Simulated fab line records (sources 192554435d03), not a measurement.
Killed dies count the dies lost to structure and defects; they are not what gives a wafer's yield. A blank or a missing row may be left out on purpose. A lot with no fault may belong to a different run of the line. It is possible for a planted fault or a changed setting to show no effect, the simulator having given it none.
fab line records | flow n5_finfet
[record] lots = 6 wafers = 18 last_day = 19
route steps=1938 shown BEOL_M8@1332 PASSIVATION@1936
lots that met no fault: from a run of the same line without faults
start_h: the number of hours between the record's first day and the start of the first shown wafer of the lot | wait_h: how many hours have passed since the lot's step before this one | " as in the row above | L1.1+2: a single row standing in for several wafers | - no value, or no start was given | * or withheld: withheld | < > ~ a bound
route shown NAME@n: NAME is a module with steps in the file, n the number in the route of the first one | usual: mean/standard deviation taken from wafers without a fault | same: alike in all rows | chamber/n: place in a boat | sites: the reading at each site | _std_site: the standard deviation of these | _edge_site: inner sites' mean taken away from outer sites' mean | radius_mm: how far each site lies from the wafer's centre | mask NAME#n: copy n | behind: the most recent tool/chamber to have shaped the wafer | hold: reason for holding the lot/hours on hold/outcome of the hold | device: the transistor (n, p or np) that didn't switch | end of line: the tests these same wafers got at the end of their route | for a step that has no rows: nothing shown but its recipe | killed: dies that structure and defects cost at the first sort, which is not the same as the wafer's yield | map: per-die view of a wafer (x killed, . not killed, _ where there is no die)
set.NAME: the run value of the setting; set.NAME@STEP: its run value at that earlier step | model.NAME: the simulator's own value behind a step, which no gauge read
a table for each step, a row for each wafer; lots at some steps of the route
services: from which hour (start_h, from the record's first day; less than 0 if before it) a tool's chamber was out of use, for how many hours, and why
[[steps]]
[step N5_BEOL_M8_ILD_DEP_00]
[recipe] material = SiCOH_lowk target_thk_a = 1797.5 temp_c = 300 precursor = DEMS/porogen pressure_torr = 5 rf_w = 500 time_s = 33.4
[usual] heater_power_outer_w = 146/38 heater_power_w = 315/49 showerhead_plenum_p_Torr = 5.748/0.013 throttle_valve_pct = 13.9/0.93
// columns lot.wafer tool chamber start_h wait_h heater_power_outer_w heater_power_w showerhead_plenum_p_Torr throttle_valve_pct
L294.1 pecvd-03 1 225.31 0.0 194 384 5.740 13.6
L294.4 " 0 " " 154 331 5.740 15.8
L294.6 " 1 " " 200 386 5.732 13.9
L299.1 pecvd-04 1 251.57 0.0 179 361 5.753 13.0
L299.2 " 0 " " 142 308 5.730 14.5
L299.4 " 1 " " 123 290 5.757 13.2
L302.1 pecvd-03 1 263.83 0.0 237 440 5.753 13.8
L302.3 " 2 " " 133 279 5.740 13.1
L302.6 " 1 " " 243 437 5.744 13.7
L304.2 pecvd-03 2 293.09 0.0 139 283 5.742 12.9
L304.5 " 0 " " 162 337 5.749 15.2
L304.6 " 2 " " 143 286 5.737 13.1
L312.1 pecvd-03 1 372.91 0.0 238 442 5.759 13.9
L312.2 " 0 " " 157 328 5.740 15.3
L312.6 " 1 " " 239 439 5.727 13.9
L315.2 pecvd-03 1 382.43 0.0 217 406 5.749 13.9
L315.3 " 0 " " 192 380 5.745 15.2
L315.6 " 0 " " 195 386 5.742 15.8
[step N5_BEOL_M8_CURE_74]
[recipe] temp_c = 385 time_s = 240 ambient = He/Ar material = SiCOH_lowk
[step N5_BEOL_M8_THK_MEAS_01]
[recipe] reads = SiCOH_lowk_of_BEOL_M8_ILD_DEP_00
[usual] M8_ILD_THK = 154.5/1.7
// columns lot.wafer tool chamber start_h wait_h M8_ILD_THK[nm]
L294.1 film_metro-01 - 226.11 0.4 154.2
L294.4 " - " " 156.0
L294.6 " - " " 157.2
L299.1 film_metro-02 - 252.15 0.4 154.1
L299.2 " - " " 153.6
L299.4 " - " " 155.2
L302.1 film_metro-02 - 264.50 0.4 156.1
L302.3 " - " " 156.5
L302.6 " - " " 156.0
L304.2 film_metro-01 - 294.15 0.7 154.8
L304.5 " - " " 157.4
L304.6 " - " " 158.2
L312.1 film_metro-02 - 373.95 0.4 152.4
L312.2 " - " " 152.7
L312.6 " - " " 154.2
L315.2 film_metro-01 - 383.02 0.4 152.8
L315.3 " - " " 153.1
L315.6 " - " " 155.2
[step N5_BEOL_M8_PECVD_70]
[recipe] material = SiO2 target_thk_a = 200 temp_c = 400 precursor = TEOS/O2 pressure_torr = 5.5 rf_w = 450 teos_flow_sccm = 53.8 gas = O2 flow_sccm = 3000 time_s = 22.7
[usual] heater_power_outer_w = 433/91 heater_power_w = 730/110 showerhead_plenum_p_Torr = 8.81/0.032 throttle_valve_pct = 22.7/1.6
// columns lot.wafer tool chamber start_h wait_h heater_power_outer_w heater_power_w showerhead_plenum_p_Torr throttle_valve_pct
L294.1 pecvd-03 0 226.15 0.0 505 810 8.82 24.8
L294.4 " 1 " " 593 929 8.80 22.3
L294.6 " 0 " " 504 805 8.77 24.7
L299.1 pecvd-04 0 252.19 0.0 417 726 8.79 23.6
L299.2 " 2 " " 403 719 8.82 21.1
L299.4 " 0 " " 413 730 8.79 23.5
L302.1 pecvd-03 2 264.54 0.0 470 736 8.76 20.8
L302.3 " 1 " " 584 920 8.80 22.4
L302.6 " 0 " " 531 862 8.78 24.9
L304.2 pecvd-03 0 294.19 0.0 500 802 8.76 24.9
L304.5 " 0 " " 492 789 8.78 24.7
L304.6 " 1 " " 591 942 8.78 22.1
L312.1 pecvd-04 1 373.99 0.0 476 808 8.91 21.1
L312.2 " 2 " " 353 635 8.80 21.7
L312.6 " 1 " " 480 801 8.93 21.1
L315.2 pecvd-03 2 383.06 0.0 437 702 8.80 21.0
L315.3 " 1 " " 624 930 8.81 22.3
L315.6 " 1 " " 615 934 8.80 22.1
[step N5_BEOL_M8_HM_DEP_02]
[recipe] material = TiN target_thk_a = 200 temp_c = 25 chamber_pressure_pa = 0.49996
[step N5_BEOL_M8_COAT_59]
[recipe] resist = SOC temp_c = 250 time_s = 60 spin_rpm = 1500 resist_thk_nm = 100
[step N5_BEOL_M8_COAT_60]
[recipe] resist = SiARC temp_c = 220 time_s = 60 spin_rpm = 1500 resist_thk_nm = 35
[step N5_BEOL_M8_COAT_05]
[recipe] resist = CAR-ArF spin_rpm = 1500 resist_thk_nm = 90
[step N5_BEOL_M8_EBR_07]
[recipe] solvent = PGMEA ebr_width_mm = 1.5
[step N5_BEOL_M8_SOFTBAKE_06]
[recipe] temp_c = 110 time_s = 60 resist = CAR-ArF
[step N5_BEOL_M8_EXPOSE_08]
[recipe] mask_id = M8 na = 1.35 source_shape = dipole sigma_inner = 0.817 sigma_outer = 0.97 polarization = te dose_mj = 68.25
[step N5_BEOL_M8_PEB_09]
[recipe] peb_temp_c = withheld peb_time_s = 60 resist = CAR-ArF
[step N5_BEOL_M8_DEVELOP_10]
[recipe] develop_time_s = 30 developer = TMAH resist = CAR-ArF rinse_liquid = diw dry = air_spin dev_temp_c = 23
// columns lot.wafer tool chamber start_h wait_h
L294.1+4+6 litho_track-01 0 229.64 -
L299.1+2+4 litho_track-04 0 252.69 -
L302.1+3+6 litho_track-01 0 266.35 -
L304.2+5+6 litho_track-01 0 296.45 -
L312.1+2+6 litho_track-04 0 375.79 -
L315.2+3+6 litho_track-04 0 383.44 -
[step N5_BEOL_M8_CD_MEAS_11]
[recipe] target_cd_nm = 38.5 landing_energy_ev = 500 detector = se_inlens polarity = opening
[usual] cd_nm = 38.6/0.41
// columns lot.wafer tool chamber start_h wait_h cd_nm
L294.1 cd_sem-03 0 229.70 - 38.3
L294.4 " 0 " " 38.6
L294.6 " 0 " " 38.1
L299.1 cd_sem-02 0 252.74 - 38.5
L299.2 " 0 " " 39.1
L299.4 " 0 " " 39.0
L302.1 cd_sem-01 0 266.41 - 38.9
L302.3 " 0 " " 39.0
L302.6 " 0 " " 38.9
L304.2 cd_sem-02 0 296.51 - 38.8
L304.5 " 0 " " 38.9
L304.6 " 0 " " 39.3
L312.1 cd_sem-01 0 375.85 - 37.1
L312.2 " 0 " " 36.8
L312.6 " 0 " " 37.0
L315.2 cd_sem-02 0 383.49 - 37.5
L315.3 " 0 " " 37.1
L315.6 " 0 " " 38.0
[step N5_BEOL_M8_OVL_MEAS_12]
[recipe] points_per_wafer = 44
[usual] M8_OVL = 0.1/0.71
[same] points_per_wafer = 44
// columns lot.wafer tool chamber start_h wait_h M8_OVL[nm]
L294.1 overlay-01 0 229.73 0.0 0.8
L294.4 " 0 " " 0.0
L294.6 " 0 " " -0.2
L299.1 overlay-01 0 252.77 0.0 0.4
L299.2 " 0 " " 0.0
L299.4 " 0 " " 1.0
L302.1 overlay-01 0 266.44 0.0 1.7
L302.3 " 0 " " 1.5
L302.6 " 0 " " 0.8
L304.2 overlay-01 0 296.54 0.0 0.2
L304.5 " 0 " " 0.1
L304.6 " 0 " " -1.1
L312.1 overlay-01 0 375.88 0.0 0.7
L312.2 " 0 " " -0.2
L312.6 " 0 " " 0.4
L315.2 overlay-01 0 383.52 0.0 -1.2
L315.3 " 0 " " 0.1
L315.6 " 0 " " -0.8
[step N5_BEOL_M8_INSPECT_13]
[recipe] mode = adi inspect_instrument = brightfield
[usual] raw_defect_count = 399/99
// columns lot.wafer tool chamber start_h wait_h raw_defect_count
L294.1 defect_inspect-01 - 229.75 0.0 310
L294.4 " - " " 400
L294.6 " - " " 415
L299.1 defect_inspect-01 - 252.80 0.0 345
L299.2 " - " " 351
L299.4 " - " " 354
L302.1 defect_inspect-02 - 266.46 0.0 418
L302.3 " - " " 386
L302.6 " - " " 528
L304.2 defect_inspect-02 - 296.56 0.0 383
L304.5 " - " " 265
L304.6 " - " " 171
L312.1 defect_inspect-01 - 375.91 0.0 258
L312.2 " - " " 336
L312.6 " - " " 371
L315.2 defect_inspect-02 - 383.55 0.0 463
L315.3 " - " " 394
L315.6 " - " " 379
[step N5_BEOL_M8_DESCUM_16]
[recipe] chemistry = O2 time_s = 7.9 source_power_w = 50 bias_power_w = 20 pressure_mtorr = 20 rf_frequency_hz = 2.712e+07 temp_c = 40 resist = CAR-ArF o2_flow_sccm = 225
[usual] drypump_motor_current_A = 5.49/0.21 oes_product_au = 0.77/0.078 rf_vpp_V = 242.9/1.4 showerhead_plenum_p_Torr = 2.08/0.077 throttle_valve_pct = 20.45/0.25
// columns lot.wafer tool chamber start_h wait_h drypump_motor_current_A oes_product_au rf_hours_counter_h rf_vpp_V showerhead_plenum_p_Torr throttle_valve_pct
L294.1 rie_diel-06 3 230.07 0.3 5.32 0.78 144 244.1 2.10 20.58
L294.4 " 2 " " 5.27 0.72 210 242.6 2.08 20.24
L294.6 " 3 " " 5.31 0.78 - 244.8 2.10 20.59
L299.1 rie_diel-05 1 252.87 0.1 5.54 0.92 22 243.3 2.14 20.40
L299.2 " 3 " " 5.58 0.88 57 243.5 2.13 20.34
L299.4 " 0 " " 5.11 0.73 192 243.9 2.17 20.80
L302.1 rie_diel-06 0 266.81 0.3 5.53 0.72 212 241.5 1.98 20.67
L302.3 " 2 " " 5.23 0.70 222 243.1 2.07 20.27
L302.6 " 0 " " 5.53 0.72 - 241.5 1.98 20.68
L304.2 rie_diel-03 0 296.64 0.1 5.42 0.70 202 243.9 2.08 20.47
L304.5 " 0 " " 5.43 0.70 - 243.0 2.08 20.47
L304.6 " 2 " " 5.60 0.72 - 241.8 1.90 20.44
L312.1 rie_diel-03 0 375.94 0.0 5.47 0.69 220 242.9 2.07 20.49
L312.2 " 2 " " 5.59 0.69 212 239.5 1.89 20.49
L312.6 " 0 " " 5.45 0.68 - 242.9 2.08 20.50
L315.2 rie_diel-03 0 383.58 0.0 5.49 0.69 223 242.5 2.07 20.48
L315.3 " 2 " " 5.60 0.70 215 240.0 1.89 20.46
L315.6 " 3 " " 5.22 0.79 - 243.1 2.11 20.79
[step N5_BEOL_M8_ETCH_61]
[recipe] chemistry = CF4 target = SiARC target_depth_a = 455 mask_material = CAR-ArF time_s = 75.8 ion_energy_ev = 80 pressure_mtorr = 40 source_w = 545 bias_w = 36 Ar_flow_sccm = 100 cf4_flow_sccm = 100 ends = cleared
[usual] drypump_motor_current_A = 5.49/0.2 etch_rf_on_time_s = 76.4/1.1 oes_product_au = 0.65/0.066 rf_vpp_V = 183.7/1.2 showerhead_plenum_p_Torr = 2.13/0.072 throttle_valve_pct = 15.65/0.22
// columns lot.wafer tool chamber start_h wait_h drypump_motor_current_A etch_rf_on_time_s oes_product_au rf_hours_counter_h rf_vpp_V showerhead_plenum_p_Torr throttle_valve_pct model.BEOL_M8.cd_offset_nm model.CAR-ArF_of_BEOL_M8_COAT_05.thk_nm
L294.1 rie_diel-06 3 230.10 0.0 5.26 74.4 0.67 144 184.3 2.14 15.72 -0.2 51.4
L294.4 " 2 " " 5.27 74.8 0.61 210 183.6 2.12 15.49 0 51.4
L294.6 " 3 " " 5.33 74.6 0.66 - 182.3 2.14 15.71 -0.6 51
L299.1 rie_diel-05 1 252.91 0.0 5.54 74.4 0.78 23 184.2 2.18 15.49 0.2 51.2
L299.2 " 3 " " 5.60 76.1 0.74 57 184.7 2.18 15.48 0.2 51
L299.4 " 0 " " 5.11 77.1 0.61 192 183.9 2.21 15.99 1 50.6
L302.1 rie_diel-06 0 266.84 0.0 5.53 77.0 0.61 212 182.9 2.04 15.84 0 51.2
L302.3 " 2 " " 5.26 75.8 0.59 222 183.3 2.12 15.51 0.2 50.8
L302.6 " 0 " " 5.52 76.1 0.61 - 182.7 2.04 15.85 0.2 51
L304.2 rie_diel-03 0 296.68 0.0 5.46 77.5 0.59 202 182.9 2.13 15.70 0 51
L304.5 " 0 " " 5.44 78.0 0.60 - 184.2 2.13 15.68 0.2 51
L304.6 " 2 " " 5.62 77.3 0.61 - 180.6 1.97 15.76 0.6 51
L312.1 rie_diel-03 0 375.98 0.0 5.47 77.4 0.59 220 182.1 2.12 15.73 -1.2 51.2
L312.2 " 2 " " 5.61 77.0 0.60 212 181.0 1.96 15.82 -1.8 51.4
L312.6 " 0 " " 5.46 76.6 0.60 - 183.1 2.12 15.72 -1.4 51.6
L315.2 rie_diel-03 0 383.62 0.0 5.44 77.9 0.58 223 183.8 2.12 15.72 -0.8 51.6
L315.3 " 2 " " 5.60 77.1 0.59 215 180.9 1.96 15.82 -1 51.6
L315.6 " 3 " " 5.24 76.5 0.66 - 183.2 2.15 15.92 -0.4 51.6
[step N5_BEOL_M8_ETCH_62]
[recipe] chemistry = N2/H2 target = SOC target_depth_a = 1100 overetch_a = 220 mask_material = SiARC temp_c = 40 time_s = 165 ion_energy_ev = 200 pressure_mtorr = 30 source_w = 840 bias_w = 150 n2_flow_sccm = 200 h2_flow_sccm = 200
[step N5_BEOL_M8_STRIP_68]
[recipe] chemistry = N2/H2 temp_c = 40 n2_flow_sccm = 200 h2_flow_sccm = 200 rf_frequency_hz = 6e+07
[step N5_BEOL_M8_STRIP_67]
[recipe] chemistry = CF4 resist = SiARC power_w = 300 bias_power_w = 75 pressure_mtorr = 50 cf4_flow_sccm = 150 rf_frequency_hz = 6e+07
[usual] drypump_motor_current_A = 5.49/0.2 oes_product_au = 0.77/0.074 rf_vpp_V = 271.0/1.7 showerhead_plenum_p_Torr = 1.78/0.06 throttle_valve_pct = 13.64/0.22
// columns lot.wafer tool chamber start_h wait_h drypump_motor_current_A oes_product_au rf_hours_counter_h rf_vpp_V showerhead_plenum_p_Torr throttle_valve_pct
L294.1 rie_diel-06 3 230.31 0.0 5.31 0.77 145 270.2 1.79 13.69
L294.4 " 2 " " 5.25 0.70 210 271.7 1.78 13.51
L294.6 " 3 " " 5.32 0.78 - 273.4 1.79 13.69
L299.1 rie_diel-05 1 253.11 0.0 5.56 0.91 23 272.2 1.83 13.42
L299.2 " 3 " " 5.59 0.87 57 272.2 1.83 13.43
L299.4 " 0 " " 5.10 0.73 192 273.4 1.86 13.97
L302.1 rie_diel-06 0 267.04 0.0 5.54 0.72 212 270.0 1.70 13.84
L302.3 " 2 " " 5.27 0.70 222 270.6 1.77 13.52
L302.6 " 0 " " 5.52 0.72 - 270.0 1.70 13.81
L304.2 rie_diel-03 0 296.88 0.0 5.46 0.71 202 270.7 1.78 13.70
L304.5 " 0 " " 5.47 0.71 - 270.6 1.78 13.69
L304.6 " 2 " " 5.60 0.73 - 268.1 1.65 13.75
L312.1 rie_diel-03 0 376.18 0.0 5.43 0.70 220 269.4 1.78 13.75
L312.2 " 2 " " 5.60 0.70 212 268.6 1.65 13.84
L312.6 " 0 " " 5.43 0.70 - 269.8 1.78 13.76
L315.2 rie_diel-03 0 383.82 0.0 5.48 0.70 223 270.8 1.78 13.76
L315.3 " 2 " " 5.61 0.70 215 268.9 1.65 13.83
L315.6 " 3 " " 5.31 0.78 - 272.6 1.81 13.86
[step N5_BEOL_M8_HM_OPEN_17]
[recipe] chemistry = Cl2/BCl3 target_depth_a = 200 overetch_a = 60 target = TiN mask_material = SOC ion_energy_ev = 150 pressure_mtorr = 10 icp_w = 1000 bias_w = 126 Cl2_flow_sccm = 53.25 bcl3_flow_sccm = 21.75 Ar_flow_sccm = 25
[usual] bcl3_flow_sccm = 21.75/0.067 drypump_motor_current_A = 5.4/0.43 oes_product_au = 0.71/0.082 throttle_valve_pct = 22.01/0.19
// columns lot.wafer tool chamber start_h wait_h bcl3_flow_sccm drypump_motor_current_A oes_product_au rf_hours_counter_h throttle_valve_pct model.BEOL_M8.cd_offset_nm
L294.1 rie_metal-01 0 230.35 0.0 21.77 5.0 0.70 28 21.98 -0.2
L294.4 " 1 " " 21.80 5.0 0.81 - 21.94 0
L294.6 " 1 " " 21.81 5.0 0.80 - 21.93 -0.6
L299.1 rie_metal-03 1 253.15 0.0 21.73 5.4 0.67 40 22.26 0.2
L299.2 " 0 " " 21.80 6.0 0.52 120 22.13 0
L299.4 " 1 " " 21.73 5.4 0.68 - 22.26 0.8
L302.1 rie_metal-03 1 267.08 0.0 21.76 5.4 0.66 42 22.26 0.4
L302.3 " 1 " " 21.82 5.4 0.65 - 22.27 0.6
L302.6 " 1 " " 21.75 5.4 0.65 - 22.29 0.4
L304.2 rie_metal-03 1 296.92 0.0 21.68 5.4 0.64 47 22.29 0
L304.5 " 0 " " 21.70 6.0 0.85 - 21.75 0
L304.6 " 1 " " 21.71 5.4 0.63 - 22.29 0.4
L312.1 rie_metal-02 0 376.22 0.0 21.72 6.1 0.68 39 22.11 -1
L312.2 " 1 " " 21.65 5.0 0.83 2 21.82 -1.8
L312.6 " 0 " " 21.68 6.1 0.68 - 22.11 -1.4
L315.2 rie_metal-02 0 383.86 0.0 21.64 6.1 0.67 40 22.12 -0.6
L315.3 " 1 " " 21.80 5.0 0.81 - 21.85 -0.8
L315.6 " 0 " " 21.72 6.0 0.67 - 22.12 -0.4
[step N5_BEOL_M8_STRIP_19]
[recipe] chemistry = O2 power_w = 400 temp_c = 40 pressure_mtorr = 30 rf_frequency_hz = 6e+07 bias_power_w = 0 overash_fraction = 0.2 o2_flow_sccm = 225
[usual] drypump_motor_current_A = 5.49/0.22 oes_product_au = 0.77/0.077 rf_vpp_V = 3.7/0.61 showerhead_plenum_p_Torr = 2.08/0.072 throttle_valve_pct = 16.68/0.25
// columns lot.wafer tool chamber start_h wait_h drypump_motor_current_A oes_product_au rf_hours_counter_h rf_vpp_V showerhead_plenum_p_Torr throttle_valve_pct
L294.1 rie_diel-03 0 230.52 0.1 5.43 0.72 182 2.6 2.09 16.71
L294.4 " 1 " " 5.42 0.87 59 3.4 2.12 16.28
L294.6 " 3 " " 5.27 0.83 - 3.0 2.13 16.90
L299.1 rie_diel-05 1 253.26 0.1 5.55 0.90 23 3.3 2.15 16.54
L299.2 " 0 " " 5.11 0.74 192 2.9 2.17 17.04
L299.4 " 2 " " 5.91 0.69 223 3.5 2.07 16.63
L302.1 rie_diel-06 3 267.31 0.2 5.32 0.78 158 3.1 2.10 16.86
L302.3 " 1 " " 5.88 0.76 116 3.6 2.10 16.25
L302.6 " 1 " " 5.88 0.76 - 3.3 2.10 16.27
L304.2 rie_diel-05 1 297.03 0.1 5.51 0.87 36 3.6 2.14 16.61
L304.5 " 0 " " 5.14 0.72 - 3.5 2.17 17.08
L304.6 " 1 " " 5.55 0.88 - 3.1 2.14 16.58
L312.1 rie_diel-05 0 376.33 0.1 5.11 0.71 228 4.1 2.16 17.13
L312.2 " 2 " " 5.92 0.97 4 3.0 2.06 16.22
L312.6 " 0 " " 5.12 0.70 - 5.3 2.16 17.12
L315.2 rie_diel-03 3 383.97 0.1 5.27 0.79 115 3.6 2.11 16.99
L315.3 " 2 " " 5.62 0.69 215 5.2 1.89 16.79
L315.6 " 3 " " 5.25 0.79 - 4.3 2.11 17.02
[step N5_PASSIVATION_PROBE_49]
[usual] defect_limited_yield = 90.9/1.3 killed_at_M0_to_M3 = 36/11 killed_at_M4_up = 13/5.1 killed_at_contacts = 14/4.9 killed_at_front_end = 41/10 killed_at_other = 3.4/2.6 killed_dies = 107/16 killed_open = 70/11 killed_short = 36/7.8 sort_bin_5_function = 5.4/0.84 sort_bin_6_memory = 3.4/0.67 sort_n_pass = 1073/16 sort_yield_pct = 90.9/1.3
[same] gross_dies = 1180 killed_at_back_side = 0 sort_bin_4_leakage[%] = 0 sort_bin_8_speed[%] = 0
// columns lot.wafer tool chamber start_h wait_h defect_limited_yield[%] killed_at_M0_to_M3 killed_at_M4_up killed_at_contacts killed_at_front_end killed_at_other killed_dies killed_open killed_short sort_bin_5_function[%] sort_bin_6_memory[%] sort_n_pass sort_yield_pct[%]
L302.1 prober-01 - 340.21 0.0 91.5 25 8 25 37 5 100 64 35 4.9 3.1 1080 91.5
L302.3 prober-01 - 340.31 0.1 92.5 37 8 20 21 3 89 68 20 4.2 3.0 1091 92.5
L302.6 prober-01 - 340.46 0.3 93.1 24 15 8 34 1 82 56 25 4.0 2.8 1098 93.1
L312.1 prober-01 - 462.36 0.0 91.3 38 9 11 44 1 103 61 41 5.1 3.3 1077 91.3
L312.2 prober-01 - 462.41 0.1 88.6 54 10 14 54 3 135 88 43 7.2 3.6 1045 88.6
L312.6 prober-01 - 462.61 0.3 90.2 43 14 18 39 2 116 82 33 5.0 4.3 1064 90.2
// killed by level:class
L302.1 MOL_CONTACT_COAG:geometric_particle:open=17 STI_FIN_REVEAL:geometric_particle:open=8 MOL_CONTACT_COAG:geometric_particle:short=8 DUMMY_GATE:geometric_particle:open=6 BEOL_M1:geometric_particle:open=6 BEOL_M0_SAQP:geometric_particle:open=5 STARTING-WAFER:geometric_particle:short=5 GATE_CUT:geometric_particle:short=4
L302.3 MOL_CONTACT_COAG:geometric_particle:open=18 BEOL_M3:geometric_particle:open=14 BEOL_M0_SAQP:geometric_particle:open=11 FIN_SAQP:geometric_particle:short=5 STI_FIN_REVEAL:geometric_particle:open=5 FIN_SAQP:geometric_particle:open=3 DUMMY_GATE:geometric_particle:open=3 BEOL_M1:geometric_particle:open=3
L302.6 STI_FIN_REVEAL:geometric_particle:open=7 MOL_CONTACT_COAG:geometric_particle:open=6 DUMMY_GATE:geometric_particle:open=5 BEOL_M3:geometric_particle:open=5 FIN_SAQP:geometric_particle:open=4 BEOL_M0_SAQP:geometric_particle:short=4 BEOL_M1:geometric_particle:open=4 BEOL_M2:geometric_particle:open=4
L312.1 FIN_SAQP:geometric_particle:short=17 MOL_CONTACT_COAG:geometric_particle:open=9 STI_FIN_REVEAL:geometric_particle:open=8 BEOL_M3:geometric_particle:open=7 BEOL_M0_SAQP:geometric_particle:open=7 BEOL_M2:geometric_particle:open=7 FIN_SAQP:geometric_particle:open=6 BEOL_M0_SAQP:geometric_particle:short=6
L312.2 FIN_SAQP:geometric_particle:open=17 FIN_SAQP:geometric_particle:short=13 BEOL_M0_SAQP:geometric_particle:short=13 BEOL_M1:geometric_particle:open=11 STI_FIN_REVEAL:geometric_particle:open=10 MOL_CONTACT_COAG:geometric_particle:open=9 BEOL_M0_SAQP:geometric_particle:open=9 BEOL_M3:geometric_particle:open=9
L312.6 STI_FIN_REVEAL:geometric_particle:open=16 BEOL_M2:geometric_particle:open=14 MOL_CONTACT_COAG:geometric_particle:open=12 BEOL_M1:geometric_particle:open=9 MOL_CONTACT_COAG:geometric_particle:short=6 BEOL_M6:geometric_particle:open=6 FIN_SAQP:geometric_particle:open=5 BEOL_M0_SAQP:geometric_particle:short=5
[[services]]
// columns tool chamber start_h hours kind
rie_metal-02 - 251.55 0.3 repair
pecvd-03 1 271.19 2.1 repair
rie_metal-03 - 274.07 1.4 pm
pecvd-03 0 276.97 8.1 repair
rie_diel-06 2 285.04 20.5 repair
pecvd-04 - 289.99 14.6 pm
rie_diel-03 1 290.99 9.8 repair
rie_diel-05 0 297.70 19.9 repair
rie_diel-06 0 300.01 1.3 repair
rie_diel-06 3 303.75 16.3 repair
pecvd-04 - 309.82 0.5 repair
rie_diel-06 2 311.68 4.3 repair
rie_diel-06 - 315.30 0.9 repair
pecvd-03 2 339.65 5.5 scheduled_down
rie_diel-05 1 340.08 4.4 repair
rie_diel-05 2 342.03 3.2 repair
rie_metal-02 - 348.74 14.6 pm
pecvd-03 1 356.28 16.5 scheduled_down
rie_diel-06 0 358.73 - clean
rie_diel-06 0 358.73 - consumable_replace:focus_ring
rie_diel-06 0 358.73 - consumable_replace:showerhead
rie_diel-06 0 358.73 18.1 scheduled_down
pecvd-04 2 358.74 6.5 repair
rie_diel-03 1 369.64 16.3 repair
[[key]]
[first_sign] step = N5_BEOL_M8_CD_MEAS_11 reading = cd_nm direction = down sigmas = 3.3 usual = 38.6 struck = 37.2
effect none on later readings
[model_effect] step = N5_BEOL_M8_ETCH_61 value = BEOL_M8.cd_offset_nm without = 0.3333 struck = -1.1
[model_effect] step = N5_BEOL_M8_HM_OPEN_17 value = BEOL_M8.cd_offset_nm without = 0.5333 struck = -1
met_at N5_BEOL_M8_DEVELOP_10
struck_wafers L312.1,L312.2,L312.6,L315.2,L315.3,L315.6
onset_between 252.69 375.79
also_fits time
[fault] kind = process_parameter_drift tool = litho_track-04 chamber = - onset_h = 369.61 steps = N5_BEOL_M8_DEVELOP_10 channel = develop_time_s offset = * shape = step end_h = 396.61 acts_in = * stated = *
